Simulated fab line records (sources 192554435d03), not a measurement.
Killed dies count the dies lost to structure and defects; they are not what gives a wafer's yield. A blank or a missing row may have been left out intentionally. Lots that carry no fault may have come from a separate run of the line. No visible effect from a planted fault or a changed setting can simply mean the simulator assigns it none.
2 desks looking at one fault | flow n5_finfet | each desk has only its own numbers; what lay behind them comes last

FROM THE METROLOGY DESK
What the gauges read, lot by lot, whatever tool the lot ran on: means of the sampled wafers that have a number. Marked OUT: a lot whose mean sits more than 4 standard deviations from the usual mean, which makes it out of limits; the brackets give that distance.
Columns: A = cd_nm at N5_BEOL_M6_CD_MEAS_35, usual 40.1 nm
lot  | first seen here | A
L852 | day 8 21:15     | 39.9
L854 | day 9 08:28     | 39.9
L860 | day 11 05:55    | 40.1
L863 | day 11 13:21    | 40.3
L866 | day 12 17:05    | 40.0
L865 | day 12 17:29    | 40.5
L867 | day 12 20:52    | 39.4
L870 | day 13 10:22    | 40.9
L871 | day 14 00:37    | 41.3
L874 | day 14 10:52    | 40.2
L873 | day 15 02:07    | 40.0
Result from this desk: across the 11 lots, nothing is out of limits.

FOR THE TOOL OWNER'S DESK: pecvd-04
The tool's own readings at N5_BEOL_M7_PECVD_70 (deposits SiO2 from TEOS/O2, target thk 20 nm, time 22.7 s): means of the sampled wafers that have a number, for each lot that ran on this tool. Marked OUT: a lot whose mean sits more than 4 standard deviations from the usual mean, which makes it out of limits; the brackets give that distance.
Columns: A = heater_power_w at N5_BEOL_M7_PECVD_70, usual 743 W; B = showerhead_plenum_p_Torr at N5_BEOL_M7_PECVD_70, usual 8.78 Torr; C = susceptor_temp_C at N5_BEOL_M7_PECVD_70, usual 400.00 C; D = throttle_valve_pct at N5_BEOL_M7_PECVD_70, usual 22.9 %
lot  | first seen here | A   | B    | C                | D
L854 | day 9 11:33     | 806 | 8.78 | 400.20           | 23.0
L860 | day 11 09:13    | 741 | 8.78 | 397.12 (-13) OUT | 22.5
L863 | day 11 16:16    | 702 | 8.77 | 396.97 (-14) OUT | 22.6
L873 | day 15 07:17    | 762 | 8.80 | 400.12           | 22.5
Finding of this desk: L860, L863 out of limits; the first was L860 at day 11 09:13, on susceptor_temp_C at N5_BEOL_M7_PECVD_70. L854, L873 stayed within limits.

BROUGHT TOGETHER
At day 11 09:13, on L860, L863, the tool owner's desk was in a position to raise an alarm.
Nothing out of limits was seen by the metrology desk.
The metrology desk has L860, L863 on record, within its limits.
All the named lots went through N5_BEOL_M7_PECVD_70 on pecvd-04.

WHAT WAS PUT IN BY THE SIMULATOR
pecvd-04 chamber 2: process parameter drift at N5_BEOL_M7_PECVD_70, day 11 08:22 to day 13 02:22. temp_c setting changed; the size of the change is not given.
Struck lots among those shown: L860, L863.
Time in hours from fault onset to the first out-of-limits reading at each desk: the tool owner's desk, 1.
